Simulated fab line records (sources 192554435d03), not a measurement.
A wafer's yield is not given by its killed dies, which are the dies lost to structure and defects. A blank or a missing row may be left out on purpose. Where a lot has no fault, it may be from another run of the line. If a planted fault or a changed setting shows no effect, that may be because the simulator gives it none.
Lot-split experiment :: flow n5-finfet :: 7 lots, 39 wafers read, on a route of 1938 steps

== THE SPLIT ITSELF ==
At N5_SD_EPI_N_EPI_21 (deposits Si:P, time 690 s), the setting time-s was moved away from the recipe's 690 s on 15 of the 39 wafers read, by -52.3% to +52.3%. This setting was run at the recipe's value on the other wafers.

The split's own step is where the reading is taken.

== THE READING ==
Si-P_of_SD_EPI_N_EPI_21.thk-nm (the simulator's own value, which no gauge read), in nm, at N5_SD_EPI_N_EPI_21 (deposits Si:P, time 690 s). The file gives no usual value for it. Across the 24 wafers here that went through the recipe, the average is 59.5 nm and the standard deviation 0.57 nm.

wafer: L075.1
tool, chamber at the split: epi-rpcvd-01, 0
time-s as run, s: 690
against the recipe: recipe
Si-P_of_SD_EPI_N_EPI_21.thk-nm, nm: 60.4
against lot-mates on the recipe: -

wafer: L075.2
tool, chamber at the split: epi-rpcvd-01, 0
time-s as run, s: 563.9
against the recipe: -18.3%
Si-P_of_SD_EPI_N_EPI_21.thk-nm, nm: 53.2
against lot-mates on the recipe: -7.1

wafer: L075.4
tool, chamber at the split: epi-rpcvd-01, 0
time-s as run, s: 563.9
against the recipe: -18.3%
Si-P_of_SD_EPI_N_EPI_21.thk-nm, nm: 53.2
against lot-mates on the recipe: -7.1

wafer: L075.3
tool, chamber at the split: epi-rpcvd-01, 0
time-s as run, s: 690
against the recipe: recipe
Si-P_of_SD_EPI_N_EPI_21.thk-nm, nm: 60
against lot-mates on the recipe: -

wafer: L075.5
tool, chamber at the split: epi-rpcvd-01, 0
time-s as run, s: 690
against the recipe: recipe
Si-P_of_SD_EPI_N_EPI_21.thk-nm, nm: 60.6
against lot-mates on the recipe: -

wafer: L075.6
tool, chamber at the split: epi-rpcvd-01, 0
time-s as run, s: 563.9
against the recipe: -18.3%
Si-P_of_SD_EPI_N_EPI_21.thk-nm, nm: 53
against lot-mates on the recipe: -7.3

wafer: L076.1
tool, chamber at the split: epi-rpcvd-02, 0
time-s as run, s: 1051
against the recipe: +52.3%
Si-P_of_SD_EPI_N_EPI_21.thk-nm, nm: 79.8
against lot-mates on the recipe: +20.3

wafer: L076.2
tool, chamber at the split: epi-rpcvd-02, 0
time-s as run, s: 1051
against the recipe: +52.3%
Si-P_of_SD_EPI_N_EPI_21.thk-nm, nm: 81.2
against lot-mates on the recipe: +21.7

wafer: L076.3
tool, chamber at the split: epi-rpcvd-02, 0
time-s as run, s: 1051
against the recipe: +52.3%
Si-P_of_SD_EPI_N_EPI_21.thk-nm, nm: 80.8
against lot-mates on the recipe: +21.3

wafer: L076.4
tool, chamber at the split: epi-rpcvd-02, 0
time-s as run, s: 690
against the recipe: recipe
Si-P_of_SD_EPI_N_EPI_21.thk-nm, nm: 60
against lot-mates on the recipe: -

wafer: L076.5
tool, chamber at the split: epi-rpcvd-02, 0
time-s as run, s: 690
against the recipe: recipe
Si-P_of_SD_EPI_N_EPI_21.thk-nm, nm: 59.8
against lot-mates on the recipe: -

wafer: L076.6
tool, chamber at the split: epi-rpcvd-02, 0
time-s as run, s: 690
against the recipe: recipe
Si-P_of_SD_EPI_N_EPI_21.thk-nm, nm: 58.8
against lot-mates on the recipe: -

wafer: L079.1
tool, chamber at the split: epi-rpcvd-02, 0
time-s as run, s: 690
against the recipe: recipe
Si-P_of_SD_EPI_N_EPI_21.thk-nm, nm: 60.4
against lot-mates on the recipe: -

wafer: L079.2
tool, chamber at the split: epi-rpcvd-02, 0
time-s as run, s: 690
against the recipe: recipe
Si-P_of_SD_EPI_N_EPI_21.thk-nm, nm: 59.6
against lot-mates on the recipe: -

wafer: L079.4
tool, chamber at the split: epi-rpcvd-02, 0
time-s as run, s: 690
against the recipe: recipe
Si-P_of_SD_EPI_N_EPI_21.thk-nm, nm: 59.6
against lot-mates on the recipe: -

wafer: L079.3
tool, chamber at the split: epi-rpcvd-02, 0
time-s as run, s: 690
against the recipe: recipe
Si-P_of_SD_EPI_N_EPI_21.thk-nm, nm: 59
against lot-mates on the recipe: -

wafer: L079.5
tool, chamber at the split: epi-rpcvd-02, 0
time-s as run, s: 690
against the recipe: recipe
Si-P_of_SD_EPI_N_EPI_21.thk-nm, nm: 59.8
against lot-mates on the recipe: -

wafer: L079.6
tool, chamber at the split: epi-rpcvd-02, 0
time-s as run, s: 690
against the recipe: recipe
Si-P_of_SD_EPI_N_EPI_21.thk-nm, nm: 59.4
against lot-mates on the recipe: -

wafer: L083.1
tool, chamber at the split: epi-rpcvd-01, 0
time-s as run, s: 329
against the recipe: -52.3%
Si-P_of_SD_EPI_N_EPI_21.thk-nm, nm: 30.8
against lot-mates on the recipe: -28.8

wafer: L083.2
tool, chamber at the split: epi-rpcvd-01, 0
time-s as run, s: 690
against the recipe: recipe
Si-P_of_SD_EPI_N_EPI_21.thk-nm, nm: 59.8
against lot-mates on the recipe: -

wafer: L083.3
tool, chamber at the split: epi-rpcvd-01, 0
time-s as run, s: 690
against the recipe: recipe
Si-P_of_SD_EPI_N_EPI_21.thk-nm, nm: 59.4
against lot-mates on the recipe: -

wafer: L083.4
tool, chamber at the split: epi-rpcvd-01, 0
time-s as run, s: 329
against the recipe: -52.3%
Si-P_of_SD_EPI_N_EPI_21.thk-nm, nm: 30.6
against lot-mates on the recipe: -29.0

wafer: L083.5
tool, chamber at the split: epi-rpcvd-01, 0
time-s as run, s: 329
against the recipe: -52.3%
Si-P_of_SD_EPI_N_EPI_21.thk-nm, nm: 30.4
against lot-mates on the recipe: -29.2

wafer: L083.6
tool, chamber at the split: epi-rpcvd-01, 0
time-s as run, s: 690
against the recipe: recipe
Si-P_of_SD_EPI_N_EPI_21.thk-nm, nm: 59.6
against lot-mates on the recipe: -

wafer: L084.1
tool, chamber at the split: epi-rpcvd-01, 0
time-s as run, s: 690
against the recipe: recipe
Si-P_of_SD_EPI_N_EPI_21.thk-nm, nm: 59.8
against lot-mates on the recipe: -

wafer: L084.3
tool, chamber at the split: epi-rpcvd-01, 0
time-s as run, s: 690
against the recipe: recipe
Si-P_of_SD_EPI_N_EPI_21.thk-nm, nm: 59.6
against lot-mates on the recipe: -

wafer: L084.4
tool, chamber at the split: epi-rpcvd-01, 0
time-s as run, s: 690
against the recipe: recipe
Si-P_of_SD_EPI_N_EPI_21.thk-nm, nm: 59.6
against lot-mates on the recipe: -

wafer: L087.1
tool, chamber at the split: epi-rpcvd-01, 0
time-s as run, s: 388.3
against the recipe: -43.7%
Si-P_of_SD_EPI_N_EPI_21.thk-nm, nm: 35.4
against lot-mates on the recipe: -23.3

wafer: L087.2
tool, chamber at the split: epi-rpcvd-01, 0
time-s as run, s: 690
against the recipe: recipe
Si-P_of_SD_EPI_N_EPI_21.thk-nm, nm: 58.8
against lot-mates on the recipe: -

wafer: L087.6
tool, chamber at the split: epi-rpcvd-01, 0
time-s as run, s: 690
against the recipe: recipe
Si-P_of_SD_EPI_N_EPI_21.thk-nm, nm: 58.8
against lot-mates on the recipe: -

wafer: L087.3
tool, chamber at the split: epi-rpcvd-01, 0
time-s as run, s: 690
against the recipe: recipe
Si-P_of_SD_EPI_N_EPI_21.thk-nm, nm: 58.6
against lot-mates on the recipe: -

wafer: L087.4
tool, chamber at the split: epi-rpcvd-01, 0
time-s as run, s: 388.3
against the recipe: -43.7%
Si-P_of_SD_EPI_N_EPI_21.thk-nm, nm: 35.6
against lot-mates on the recipe: -23.1

wafer: L087.5
tool, chamber at the split: epi-rpcvd-01, 0
time-s as run, s: 388.3
against the recipe: -43.7%
Si-P_of_SD_EPI_N_EPI_21.thk-nm, nm: 35.8
against lot-mates on the recipe: -22.9

wafer: L089.1
tool, chamber at the split: epi-rpcvd-04, 0
time-s as run, s: 421
against the recipe: -39.0%
Si-P_of_SD_EPI_N_EPI_21.thk-nm, nm: 38.4
against lot-mates on the recipe: -20.5

wafer: L089.2
tool, chamber at the split: epi-rpcvd-04, 0
time-s as run, s: 421
against the recipe: -39.0%
Si-P_of_SD_EPI_N_EPI_21.thk-nm, nm: 38.6
against lot-mates on the recipe: -20.3

wafer: L089.3
tool, chamber at the split: epi-rpcvd-04, 0
time-s as run, s: 690
against the recipe: recipe
Si-P_of_SD_EPI_N_EPI_21.thk-nm, nm: 58.8
against lot-mates on the recipe: -

wafer: L089.4
tool, chamber at the split: epi-rpcvd-04, 0
time-s as run, s: 690
against the recipe: recipe
Si-P_of_SD_EPI_N_EPI_21.thk-nm, nm: 59.2
against lot-mates on the recipe: -

wafer: L089.5
tool, chamber at the split: epi-rpcvd-04, 0
time-s as run, s: 690
against the recipe: recipe
Si-P_of_SD_EPI_N_EPI_21.thk-nm, nm: 58.6
against lot-mates on the recipe: -

wafer: L089.6
tool, chamber at the split: epi-rpcvd-04, 0
time-s as run, s: 421
against the recipe: -39.0%
Si-P_of_SD_EPI_N_EPI_21.thk-nm, nm: 39
against lot-mates on the recipe: -19.9

THE FIT
A straight line over all 39 wafers: Si-P_of_SD_EPI_N_EPI_21.thk-nm changes by +0.489 nm for each +1% of time-s; r = +0.99; the points scatter about the line by 1.9 nm.
The same after taking each lot's own level away (the mean of its wafers on the recipe; 39 wafers): +0.484 nm for each +1%; r = +0.99; scatter 1.7 nm.
Per that fit: largest time-s move, reading shift of 25 nm.
The span of the lots' own levels, 58.73 to 60.33 nm, comes to 2.8 times the standard deviation stated above.
Consequently the slope shifts little with the lot-to-lot level, the two slopes agreeing.
Check: for one of the wafers moved furthest among these (+52.3%), held out of the fit, the line's prediction against its lot-mates is +25.5 nm. Against them it came out at +20.3 nm.

== OTHER SPLITS APPLIED TO THESE WAFERS ==
Note: prior to the reading, these wafers also went through further splits. Each is held against what the fit with the lots' levels taken away leaves over:
other split on the same wafers: N5_FIN_SAQP_HM_DEP_03 target-thk-a
wafers away from the commonest value: 12
r with Si-P_of_SD_EPI_N_EPI_21.thk-nm (lot level and that fit taken away): -0.33

== THE WHOLE CHAIN: every reading that the file lists as answering this split, in the file's order ==
step: N5_SD_EPI_N_EPI_21
what it does: deposits Si:P, time 690 s
reading: Si-P_of_SD_EPI_N_EPI_21.thk-nm (the simulator's own value, which no gauge read)
change (the file's fit): +0.492 nm for each +1% of the setting
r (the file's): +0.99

step: N5_SD_EPI_N_EPI_MEAS_23
what it does: 
reading: thk-nm
change (the file's fit): withheld for each +1% of the setting
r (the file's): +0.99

== THE FILE'S OWN FIT ==
Si-P_of_SD_EPI_N_EPI_21.thk-nm changes by +0.492 nm for each +1% of time-s, r = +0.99.
